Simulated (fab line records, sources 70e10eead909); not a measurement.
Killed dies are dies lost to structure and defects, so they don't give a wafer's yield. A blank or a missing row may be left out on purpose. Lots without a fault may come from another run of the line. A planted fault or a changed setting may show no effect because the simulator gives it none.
One fault seen from 2 desks | flow nand_harc | each desk has only its own numbers; what lay behind them comes last

THE METROLOGY DESK
What the gauges read, lot by lot, whatever tool the lot ran on: means of the sampled wafers that have a number. A lot is out of limits, marked OUT, if its mean lies more than 4 standard deviations from the usual mean; the brackets give that distance.
Columns: A = thk_nm at NHARC_A_SGD_CUT_THK_MEAS_22, usual 148.0 nm
lot  | first seen here | A
L793 | day 19 16:08    | 147.4
L795 | day 20 05:00    | 148.2
L792 | day 20 05:10    | 146.7
L798 | day 21 14:40    | 149.3
L797 | day 21 14:41    | 146.7
L800 | day 22 18:41    | 148.7
L801 | day 22 18:41    | 145.7
L803 | day 23 23:43    | 150.0
L802 | day 24 11:28    | 147.5
L804 | day 24 11:28    | 149.2
L805 | day 25 17:59    | 148.6
L812 | day 28 16:50    | 148.4
This desk's finding: nothing out of limits on any of the 12 lots.

THE TOOL OWNER'S DESK: ald_hk-02
The tool's own readings at NHARC_A_WL_FILL_ALD_00 (deposits Al2O3, target thk 3 nm, pulse time 3 s, ald cycles 30): means of the sampled wafers that have a number, for each lot that ran on this tool. A lot is out of limits, marked OUT, if its mean lies more than 4 standard deviations from the usual mean; the brackets give that distance.
Columns: A = heater_power_w at NHARC_A_WL_FILL_ALD_00, usual 471 W; B = precursor_pulse_height_rel at NHARC_A_WL_FILL_ALD_00, usual 0.998
lot  | first seen here | A   | B
L795 | day 20 23:34    | 479 | 0.975
L797 | day 22 09:34    | 457 | 1.007
L798 | day 22 13:25    | 473 | 0.986
L801 | day 23 17:13    | 479 | 0.981
L803 | day 24 18:11    | 463 | 1.005
L812 | day 29 17:55    | 445 | 1.002
This desk's finding: nothing out of limits on any of the 6 lots.

PUT TOGETHER
The metrology desk saw nothing out of limits.
The tool owner's desk saw nothing out of limits.

WHAT THE SIMULATOR HAD PUT IN
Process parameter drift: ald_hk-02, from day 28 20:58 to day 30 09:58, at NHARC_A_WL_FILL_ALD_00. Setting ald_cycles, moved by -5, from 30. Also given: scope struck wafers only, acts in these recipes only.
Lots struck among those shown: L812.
